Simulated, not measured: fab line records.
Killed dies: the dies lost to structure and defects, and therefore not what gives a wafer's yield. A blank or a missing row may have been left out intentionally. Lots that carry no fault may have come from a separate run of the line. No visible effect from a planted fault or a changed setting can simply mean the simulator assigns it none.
fab line records	flow nand_harc
record lots=11	wafers=33	last_day=34
route steps=1302 shown A_STAIRCASE@743 END@1302
lots untouched by any fault: they come from a run of this same line in which no faults occurred
start_h: hours from the record's first day to the start of the lot's first wafer shown	wait_h: hours elapsed since this lot's preceding step	" unchanged from the row above	L1.1+2: one row covering several wafers at once	- no value, or no start was given	* or withheld: withheld	< > ~ a bound
route shown NAME@n: NAME is a module with steps in the file, n the number in the route of the first one	usual: average and standard deviation across the fault-free wafers	same: alike in all rows	chamber/n: place in a boat	sites: readings site by site	_std_site: their standard deviation	_edge_site: outer sites' mean less inner sites'	radius_mm: how far each site lies from the wafer's centre	mask NAME#n: copy n	behind: tool/chamber where the wafer was last shaped	hold: reason for holding the lot/hours on hold/outcome of the hold	device: whichever transistor did not switch (one of n, p or np)	end of line: the route-end tests of the same wafers	a step without rows: its recipe alone	killed: count of dies lost to structure and defects at first sort (not the wafer's yield)	map: a wafer's dies, marking killed ones x, the rest . and places with no die _
set.NAME: the setting that was run; set.NAME@STEP: the one run at that earlier step	model.NAME: the simulator's own value behind a step, which no gauge read
route steps across a sampled set of lots; one table per step, one row per wafer
services: from which hour (start_h, from the record's first day; less than 0 if before it) a tool's chamber was out of use, for how many hours, and why
## steps
# step NHARC_A_STAIRCASE_TRIM_229
# recipe time_s=211.2	o2_flow_sccm=500	ar_flow_sccm=0	bias_w=0	chemistry=O2
# usual chamber_pressure_mTorr=60.00/0.058	drypump_motor_current_A=5.6/0.43	oes_product_au=1.002/0.0091	rf_vpp_V=57.8/0.91	showerhead_plenum_p_Torr=3.54/0.16	throttle_valve_pct=17.036/0.0088
lot.wafer	tool	chamber	start_h	wait_h	chamber_pressure_mTorr	drypump_motor_current_A	oes_product_au	rf_hours_counter_h	rf_vpp_V	showerhead_plenum_p_Torr	throttle_valve_pct
L203.3	rie_diel-05	2	365.72	0.1	60.03	6.5	0.995	48	58.6	3.31	17.035
L203.6	"	1	"	"	60.10	5.3	1.004	-	58.7	3.37	17.044
L203.5	"	2	"	"	59.93	6.5	0.994	-	57.6	3.31	17.039
L205.2	rie_diel-13	3	379.85	0.1	60.11	5.7	0.995	5	58.0	3.47	17.036
L205.5	"	3	"	"	59.90	5.7	0.997	-	57.4	3.47	17.039
L205.6	"	0	"	"	60.01	5.4	0.990	-	58.3	3.33	17.029
L210.4	rie_diel-13	0	428.34	0.1	59.97	5.3	0.992	26	58.6	3.32	17.039
L210.3	"	2	"	"	59.95	5.6	1.008	21	57.9	3.47	17.027
L210.2	"	3	"	"	60.03	5.7	1.003	20	57.3	3.46	17.053
L211.2	rie_diel-05	3	455.41	0.1	60.00	5.2	1.002	12	58.1	3.62	17.043
L211.4	"	0	"	"	60.08	5.6	1.000	12	59.7	3.77	17.027
L211.1	"	2	"	"	60.09	6.4	1.002	18	58.6	3.29	17.028
L214.3	rie_diel-01	2	474.36	0.1	60.01	6.0	1.013	30	57.7	3.73	17.035
L214.2	"	1	"	"	59.92	6.2	1.009	24	57.9	3.73	17.043
L214.6	"	2	"	"	60.16	6.0	1.015	-	58.0	3.73	17.039
L215.1	rie_diel-13	1	474.89	0.1	60.03	5.5	0.985	44	58.0	3.41	17.034
L215.2	"	3	"	"	60.01	5.7	0.989	36	58.9	3.46	17.039
L215.5	"	1	"	"	59.97	5.5	0.997	-	59.2	3.41	17.042
L223.1	rie_diel-01	0	567.02	0.1	60.08	5.4	1.000	0	57.5	3.52	17.042
L223.4	"	1	"	"	59.96	6.2	1.015	0	58.7	3.72	17.042
L223.5	"	3	"	"	59.98	5.1	0.994	-	56.3	3.47	17.047
L224.2	rie_diel-01	0	568.54	0.1	60.04	5.4	0.994	0	57.6	3.52	17.046
L224.6	"	3	"	"	59.94	5.1	0.997	-	57.7	3.47	17.049
L224.5	"	0	"	"	60.00	5.4	1.001	-	57.9	3.52	17.045
L222.4	rie_diel-01	1	571.51	0.1	59.96	6.2	1.007	2	57.1	3.72	17.026
L222.1	"	3	"	"	60.02	5.1	0.990	2	57.2	3.46	17.041
L222.6	"	1	"	"	59.99	6.2	1.003	-	58.7	3.72	17.055
L225.4	rie_diel-13	2	586.31	0.1	60.05	5.7	1.003	22	58.3	3.45	17.033
L225.3	"	3	"	"	60.02	5.7	1.008	27	58.0	3.43	17.030
L225.1	"	0	"	"	59.88	5.3	1.001	27	57.9	3.29	17.026
L226.2	rie_diel-05	1	602.48	0.1	60.09	5.3	0.991	2	57.1	3.33	17.039
L226.1	"	3	"	"	60.02	5.2	1.001	2	57.2	3.60	17.019
L226.5	"	2	"	"	59.92	6.5	0.982	-	58.2	3.81	17.036
# step NHARC_A_STAIRCASE_STRIP_238
# recipe power_w=1500	temp_c=250	chemistry=O2
# usual drypump_motor_current_A=5.9/0.46	heater_power_w=342/21
lot.wafer	tool	chamber	start_h	wait_h	drypump_motor_current_A	heater_power_w	rf_hours_counter_h
L203.3	plasma_asher-02	1	366.85	0.2	6.3	340	-
L203.5	"	1	"	"	6.2	336	-
L203.6	"	0	"	"	5.9	302	-
L205.2	plasma_asher-01	1	380.96	0.1	5.3	358	6
L205.6	"	0	"	"	6.4	350	-
L205.5	"	1	"	"	5.3	361	-
L210.2	plasma_asher-01	1	429.45	0.1	5.3	354	16
L210.4	"	0	"	"	6.3	342	-
L210.3	"	1	"	"	5.3	353	-
L211.2	plasma_asher-02	1	456.69	0.1	6.2	353	5
L211.1	"	0	"	"	5.9	305	5
L211.4	"	0	"	"	5.9	302	-
L214.2	plasma_asher-02	1	475.56	0.1	6.2	350	9
L214.3	"	1	"	"	6.2	352	-
L214.6	"	0	"	"	5.9	309	-
L215.2	plasma_asher-01	1	475.96	0.1	5.3	358	28
L215.1	"	0	"	"	6.3	356	28
L215.5	"	0	"	"	6.3	343	-
L223.1	plasma_asher-01	0	568.06	0.1	6.3	340	7
L223.4	"	0	"	"	6.4	351	-
L223.5	"	0	"	"	6.4	333	-
L224.2	plasma_asher-01	1	570.29	0.1	5.3	360	8
L224.5	"	0	"	"	6.3	339	-
L224.6	"	1	"	"	5.3	365	-
L222.1	plasma_asher-02	0	572.60	0.1	5.9	298	27
L222.4	"	1	"	"	6.3	354	-
L222.6	"	0	"	"	5.9	312	-
L225.1	plasma_asher-01	1	587.75	0.1	5.3	359	12
L225.3	"	0	"	"	6.3	349	-
L225.4	"	1	"	"	5.3	372	-
L226.1	plasma_asher-01	1	603.55	0.1	5.3	365	16
L226.2	"	0	"	"	6.4	345	16
L226.5	"	1	"	"	5.3	362	-
# step NHARC_A_STAIRCASE_DEP_259
# recipe target_thk_a=300	target_thk_nm=30	temp_c=400	pressure_torr=3.5	flow_sccm=200	rf_w=350	material=SiON
# usual heater_power_w=811/99	susceptor_temp_C=399.97/0.23
lot.wafer	tool	chamber	start_h	wait_h	heater_power_w	susceptor_temp_C
L203.3	pecvd-02	2	371.81	1.0	949	399.78
L203.5	"	2	"	"	942	399.90
L203.6	"	1	"	"	829	399.93
L205.2	pecvd-02	0	392.04	1.3	880	399.76
L205.6	"	0	"	"	869	399.96
L205.5	"	2	"	"	934	400.05
L210.3	pecvd-04	2	433.79	1.0	807	400.12
L210.2	"	0	"	"	798	399.87
L210.4	"	2	"	"	819	400.20
L211.1	pecvd-04	1	464.38	1.5	817	400.18
L211.2	"	2	"	"	850	400.06
L211.4	"	1	"	"	856	399.92
L214.2	pecvd-04	2	483.42	1.3	870	399.48
L214.3	"	2	"	"	869	399.98
L214.6	"	2	"	"	900	399.63
L215.1	pecvd-02	0	484.92	1.6	867	399.69
L215.2	"	1	"	"	900	399.62
L215.5	"	1	"	"	874	400.05
L223.1	pecvd-04	1	573.23	1.6	854	399.58
L223.5	"	1	"	"	872	399.85
L223.4	"	2	"	"	744	399.71
L224.2	pecvd-03	2	574.50	1.3	641	400.28
L224.5	"	2	"	"	632	400.14
L224.6	"	0	"	"	653	399.72
L222.1	pecvd-04	2	576.88	1.6	836	399.94
L222.6	"	1	"	"	876	399.88
L222.4	"	2	"	"	844	399.90
L225.1	pecvd-03	2	593.43	1.5	683	400.03
L225.3	"	1	"	"	820	399.71
L225.4	"	2	"	"	669	400.09
L226.1	pecvd-04	2	607.90	1.6	730	399.84
L226.2	"	0	"	"	762	399.99
L226.5	"	2	"	"	753	399.87
# step NHARC_A_STAIRCASE_HM_OPEN_457
# recipe o2_flow_sccm=400	cos_flow_sccm=20	ar_flow_sccm=0	rf_w=500	bias_w=300	chemistry=O2/COS
# usual bias_w=300.0/0.97	chamber_pressure_mTorr=20.002/0.018	cos_flow_sccm=20.00/0.064	drypump_motor_current_A=5.6/0.4	oes_product_au=1.002/0.0085	rf_vpp_V=467/3.2	showerhead_plenum_p_Torr=3.12/0.15	throttle_valve_pct=28.330/0.009
lot.wafer	tool	chamber	start_h	wait_h	bias_w	chamber_pressure_mTorr	cos_flow_sccm	drypump_motor_current_A	oes_product_au	rf_hours_counter_h	rf_vpp_V	showerhead_plenum_p_Torr	throttle_valve_pct
L203.3	rie_diel-01	0	373.16	-	301.2	19.993	20.02	5.4	0.986	52	468	3.14	28.344
L203.5	"	3	"	"	299.2	20.013	20.05	5.1	0.996	-	468	3.09	28.322
L203.6	"	0	"	"	301.1	20.012	19.95	5.3	1.001	-	468	3.14	28.335
L205.2	rie_diel-05	1	393.24	-	299.5	19.988	20.02	5.3	1.002	51	464	2.98	28.324
L205.6	"	0	"	"	301.0	19.995	19.98	5.6	1.003	-	471	3.35	28.335
L205.5	"	1	"	"	299.1	19.979	19.99	5.3	1.001	-	465	2.98	28.322
L210.4	rie_diel-05	0	434.85	-	299.7	19.985	19.91	5.6	1.012	3	472	3.34	28.329
L210.3	"	1	"	"	300.3	20.020	20.01	5.3	1.010	4	464	2.97	28.324
L210.2	"	2	"	"	301.3	19.959	19.93	6.4	1.004	4	463	2.91	28.327
L211.1	rie_diel-13	2	465.53	-	300.1	19.997	19.98	5.6	0.997	27	466	3.07	28.354
L211.4	"	3	"	"	300.7	19.982	19.92	5.7	0.993	32	465	3.06	28.334
L211.2	"	0	"	"	300.3	20.028	20.03	5.3	0.982	40	464	2.93	28.338
L214.3	rie_diel-01	2	484.75	-	-	-	-	-	-	-	-	-	-
L214.2	"	3	"	"	-	-	-	-	-	-	-	-	-
L214.6	"	1	"	"	-	-	-	-	-	-	-	-	-
L215.2	rie_diel-13	2	486.37	-	-	-	-	-	-	-	-	-	-
L215.1	"	0	"	"	-	-	-	-	-	-	-	-	-
L215.5	"	2	"	"	-	-	-	-	-	-	-	-	-
L223.4	rie_diel-13	1	574.42	-	301.2	20.019	20.06	5.5	1.003	18	464	3.00	28.335
L223.1	"	3	"	"	299.7	20.003	20.01	5.7	1.013	19	466	3.04	28.327
L223.5	"	2	"	"	299.8	19.984	20.04	5.6	0.999	-	466	3.05	28.338
L224.2	rie_diel-01	2	575.59	-	300.9	19.985	20.10	5.9	1.008	2	470	3.29	28.320
L224.5	"	0	"	"	300.3	19.994	19.92	5.4	0.998	-	466	3.11	28.329
L224.6	"	1	"	"	299.7	19.970	19.93	6.2	1.012	-	471	3.29	28.321
L222.1	rie_diel-01	2	578.06	-	299.9	20.005	19.93	6.0	0.985	3	472	3.29	28.334
L222.4	"	1	"	"	299.5	19.974	19.92	6.2	1.013	4	471	3.29	28.333
L222.6	"	2	"	"	300.6	20.000	19.90	6.0	0.992	-	470	3.29	28.345
L225.3	rie_diel-13	2	594.50	-	300.2	19.991	20.01	5.6	1.006	25	466	3.05	28.336
L225.4	"	3	"	"	299.1	19.981	19.91	5.7	1.009	30	465	3.03	28.322
L225.1	"	1	"	"	301.3	20.001	20.04	5.5	0.997	25	466	2.99	28.336
L226.2	rie_diel-05	1	608.96	-	300.3	20.040	20.00	5.3	0.997	3	463	2.95	28.339
L226.1	"	2	"	"	298.8	20.007	20.05	6.5	1.001	3	473	3.37	28.331
L226.5	"	1	"	"	298.7	20.002	19.95	5.3	1.001	-	465	2.95	28.312
# step NHARC_END_SORT_01
# recipe temp_c=25
# usual killed_at_array=59/24	killed_at_other=0.7/1.2	killed_at_periphery=3.5/2.6	killed_dies=63/24	killed_open=3.2/2.1	killed_short=2.4/1.5
# same gross_dies=677
lot.wafer	tool	chamber	start_h	wait_h	hold	killed_at_array	killed_at_other	killed_at_periphery	killed_dies	killed_open	killed_short
L205.2	prober-01	0	582.28	2.8	-	78	0	5	83	4	3
L205.5	prober-01	0	584.69	3.7	-	77	1	4	82	1	3
L205.6	prober-01	0	585.49	4.0	-	67	0	2	69	1	2
L210.2	prober-01	0	632.95	2.8	-	56	1	1	58	3	2
L210.3	prober-01	0	633.75	3.1	-	51	1	2	54	2	2
L210.4	prober-01	0	634.55	3.4	-	56	0	0	56	1	2
L211.1	prober-02	0	660.89	2.5	-	74	0	4	78	4	9
L211.2	prober-02	0	661.70	2.8	-	80	0	7	87	5	3
L211.4	prober-02	0	663.31	3.4	-	82	1	6	89	3	4
L215.1	prober-01	0	681.43	2.5	await_dispo/2.3h/scrap	674	0	3	677	2	3
L215.2	prober-01	0	682.24	2.8	await_dispo/2.3h/scrap	675	0	2	677	1	2
L215.5	prober-01	0	684.67	3.7	await_dispo/2.3h/scrap	673	0	4	677	1	3
L214.2	prober-02	0	682.22	2.8	await_dispo/3.0h/scrap	674	0	3	677	5	0
L214.3	prober-02	0	683.02	3.1	await_dispo/3.0h/scrap	676	0	1	677	3	1
L214.6	prober-02	0	685.45	4.0	await_dispo/3.0h/scrap	677	0	0	677	5	3
L224.2	prober-01	0	775.17	2.8	-	15	0	4	19	0	2
L224.5	prober-01	0	777.61	3.7	-	18	0	1	19	3	0
L224.6	prober-01	0	778.42	4.1	-	23	0	2	25	3	2
# killed by level:class
L205.2 A_CHANNEL_HOLE_D1:chamber_film_flake=39 A_SLIT:chamber_film_flake=22 A_CHANNEL_HOLE_D2:chamber_film_flake=7 A_M1:chamber_film_flake=4 P_M1:chamber_film_flake=3 A_SGD_CUT:geometric_particle:open=2 P_GATE:geometric_particle:open=1 P_M2:geometric_particle:short=1
L205.5 A_CHANNEL_HOLE_D1:chamber_film_flake=41 A_SLIT:chamber_film_flake=24 A_CHANNEL_FILL_D1:geometric_particle:short=2 P_GATE:chamber_film_flake=2 P_M1:chamber_film_flake=2 A_STAIRCASE:chamber_film_flake=2 A_CONTACT:chamber_film_flake=2 A_M1:chamber_film_flake=2
L205.6 A_CHANNEL_HOLE_D1:chamber_film_flake=31 A_SLIT:chamber_film_flake=21 A_CHANNEL_HOLE_D2:chamber_film_flake=6 A_M1:chamber_film_flake=3 P_M1:chamber_film_flake=2 A_CHANNEL_FILL_D1:geometric_particle:open=1 A_DECK1_JOINT:geometric_particle:short=1 A_SGD_CUT:geometric_particle:short=1
L210.2 A_SLIT:chamber_film_flake=22 A_CHANNEL_HOLE_D2:chamber_film_flake=14 A_CHANNEL_HOLE_D1:chamber_film_flake=4 A_STAIRCASE:chamber_film_flake=3 A_CHANNEL_FILL_D1:chamber_film_flake=3 A_CONTACT:chamber_film_flake=3 A_CHANNEL_FILL_D2:chamber_film_flake=2 P_GATE:geometric_particle:open=1
L210.3 A_SLIT:chamber_film_flake=28 A_CONTACT:chamber_film_flake=7 A_CHANNEL_HOLE_D2:chamber_film_flake=6 A_CHANNEL_HOLE_D1:chamber_film_flake=2 A_CHANNEL_FILL_D2:chamber_film_flake=2 A_STAIRCASE:chamber_film_flake=2 A_WL_FILL:chamber_film_flake=2 P_CONTACT:geometric_particle:open=1
L210.4 A_SLIT:chamber_film_flake=30 A_CHANNEL_HOLE_D2:chamber_film_flake=11 A_CHANNEL_HOLE_D1:chamber_film_flake=5 A_CONTACT:chamber_film_flake=3 A_CHANNEL_HOLE_D2:geometric_particle:open=1 A_SGD_CUT:geometric_particle:short=1 A_M0:geometric_particle:short=1 A_CHANNEL_FILL_D1:chamber_film_flake=1
L211.1 A_CHANNEL_HOLE_D1:chamber_film_flake=27 A_SLIT:chamber_film_flake=25 A_CHANNEL_HOLE_D2:chamber_film_flake=7 A_ONON_D2:geometric_particle:short=3 A_DECK1_JOINT:geometric_particle:short=2 P_CONTACT:geometric_particle:short=1 A_CHANNEL_FILL_D1:geometric_particle:short=1 A_DECK1_JOINT:geometric_particle:open=1
L211.2 A_CHANNEL_HOLE_D1:chamber_film_flake=32 A_SLIT:chamber_film_flake=31 A_CHANNEL_HOLE_D2:chamber_film_flake=7 A_ONON_D2:geometric_particle:short=2 P_CONTACT:chamber_film_flake=2 P_GATE:geometric_particle:open=1 P_GATE:geometric_particle:short=1 P_CONTACT:geometric_particle:open=1
L211.4 A_CHANNEL_HOLE_D1:chamber_film_flake=39 A_SLIT:chamber_film_flake=21 A_CHANNEL_HOLE_D2:chamber_film_flake=9 A_CONTACT:chamber_film_flake=3 A_CHANNEL_HOLE_D1:geometric_particle:short=3 P_ZERO_WELL:chamber_film_flake=2 P_CONTACT:chamber_film_flake=2 P_M0:geometric_particle:short=1
L215.1 A_STAIRCASE:area_open=589 A_SLIT:chamber_film_flake=32 A_CHANNEL_HOLE_D1:chamber_film_flake=23 A_CHANNEL_HOLE_D2:chamber_film_flake=13 A_CONTACT:chamber_film_flake=6 A_CHANNEL_FILL_D1:chamber_film_flake=2 A_CHANNEL_FILL_D2:chamber_film_flake=2 A_WL_FILL:chamber_film_flake=2
L214.2 A_STAIRCASE:area_open=632 A_SLIT:chamber_film_flake=29 A_CHANNEL_HOLE_D1:chamber_film_flake=4 A_DECK1_JOINT:chamber_film_flake=3 P_GATE:geometric_particle:open=1 A_SOURCE_PLATE:geometric_particle:open=1 A_DECK1_JOINT:geometric_particle:open=1 A_ONON_D2:geometric_particle:open=1
L215.2 A_STAIRCASE:area_open=599 A_CHANNEL_HOLE_D1:chamber_film_flake=28 A_SLIT:chamber_film_flake=17 A_CHANNEL_HOLE_D2:chamber_film_flake=15 A_CONTACT:chamber_film_flake=5 A_DECK1_JOINT:chamber_film_flake=3 A_WL_FILL:chamber_film_flake=3 P_STI:chamber_film_flake=2
L214.3 A_STAIRCASE:area_open=634 A_SLIT:chamber_film_flake=26 A_CHANNEL_HOLE_D1:chamber_film_flake=7 A_CONTACT:chamber_film_flake=2 A_ONON_D2:geometric_particle:open=1 A_WL_FILL:geometric_particle:open=1 A_M0:geometric_particle:open=1 A_M1:geometric_particle:short=1
L215.5 A_STAIRCASE:area_open=592 A_CHANNEL_HOLE_D1:chamber_film_flake=32 A_SLIT:chamber_film_flake=29 A_CHANNEL_HOLE_D2:chamber_film_flake=12 P_STI:chamber_film_flake=3 A_CHANNEL_FILL_D2:chamber_film_flake=2 P_CONTACT:geometric_particle:short=1 A_STAIRCASE:chamber_film_flake=1
L214.6 A_STAIRCASE:area_open=631 A_SLIT:chamber_film_flake=33 A_CHANNEL_HOLE_D2:chamber_film_flake=3 A_CHANNEL_HOLE_D1:geometric_particle:short=2 A_CHANNEL_HOLE_D1:chamber_film_flake=2 A_ONON_D1:geometric_particle:open=1 A_CHANNEL_HOLE_D1:geometric_particle:open=1 A_CHANNEL_FILL_D1:geometric_particle:open=1
L224.2 A_SLIT:chamber_film_flake=5 A_CHANNEL_HOLE_D1:unspecified=3 A_CONTACT:chamber_film_flake=3 P_CONTACT:geometric_particle:short=1 A_SGD_CUT:geometric_particle:short=1 P_STI:chamber_film_flake=1 P_CONTACT:chamber_film_flake=1 P_M1:chamber_film_flake=1
L224.5 A_SLIT:chamber_film_flake=3 A_CHANNEL_HOLE_D1:chamber_film_flake=2 A_STAIRCASE:chamber_film_flake=2 A_CONTACT:chamber_film_flake=2 A_M1:chamber_film_flake=2 A_SOURCE_PLATE:geometric_particle:open=1 A_ONON_D2:geometric_particle:open=1 A_CHANNEL_HOLE_D2:geometric_particle:open=1
L224.6 A_SLIT:chamber_film_flake=9 A_CONTACT:chamber_film_flake=3 P_STI:chamber_film_flake=2 A_ZERO_WELL:chamber_film_flake=2 A_CHANNEL_HOLE_D2:chamber_film_flake=2 A_M1:chamber_film_flake=2 A_CHANNEL_FILL_D1:geometric_particle:short=1 A_CHANNEL_FILL_D2:geometric_particle:open=1
## services
tool	chamber	start_h	hours	kind
plasma_asher-01	-	342.00	9.0	pm
rie_diel-13	-	342.18	9.0	pm
rie_diel-13	2	353.03	8.5	repair
rie_diel-13	3	356.16	5.9	repair
rie_diel-13	-	362.98	1.1	repair
pecvd-04	2	369.26	6.9	repair
rie_diel-01	1	370.55	30.6	repair
rie_diel-01	-	380.95	9.0	pm
pecvd-04	0	401.05	19.2	repair
rie_diel-05	-	406.63	9.0	pm
plasma_asher-02	-	426.24	9.0	pm
rie_diel-01	-	431.97	0.4	repair
rie_diel-13	2	445.07	16.4	repair
pecvd-04	-	450.35	13.0	pm
rie_diel-01	3	452.02	15.6	repair
plasma_asher-02	-	463.46	1.7	repair
rie_diel-13	0	499.96	6.0	repair
plasma_asher-01	-	519.00	9.0	pm
rie_diel-05	3	519.22	5.4	repair
rie_diel-13	-	520.19	9.0	pm
rie_diel-01	-	557.95	9.0	pm
rie_diel-05	-	583.68	9.0	pm
rie_diel-01	3	587.32	13.6	repair
rie_diel-01	1	607.46	7.0	repair
## key
first_sign step=NHARC_A_STAIRCASE_HM_OPEN_457	reading=tool_record	direction=missing
effect step=NHARC_END_SORT_01	reading=killed_at_array	direction=up	sigmas=26	usual=59	struck=675
more_kills_born_at NHARC_A_STAIRCASE_HM_OPEN_457@rie_diel-01=1895	NHARC_A_STAIRCASE_HM_OPEN_457@rie_diel-13=1780
met_at NHARC_A_STAIRCASE_HM_OPEN_457
struck_lots L214,L215
later_rows_left_out L214.2,L214.3,L214.6,L215.1,L215.2,L215.5
tester_left_out L214,L215
not_acting_at NHARC_A_STAIRCASE_TRIM_229,NHARC_A_STAIRCASE_STRIP_238,NHARC_A_STAIRCASE_DEP_259
onset_between 465.53 484.75
fault kind=skipped_step_whole	tool=rie_diel-01,rie_diel-13	chamber=-	onset_h=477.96	steps=NHARC_A_STAIRCASE_HM_OPEN_457	scope=struck_lots_only
# tester_left_out: of these lots the tester's yield and bins aren't shown, on N5 and GAA mostly nor the transistor test; their killed dies are dies lost to structure and defects alone, not to doping, threshold or leakage, so they don't give the yield
# later_rows_left_out: the simulator's readings of these wafers behind a module that went badly wrong aren't trusted and aren't shown, but for the sort
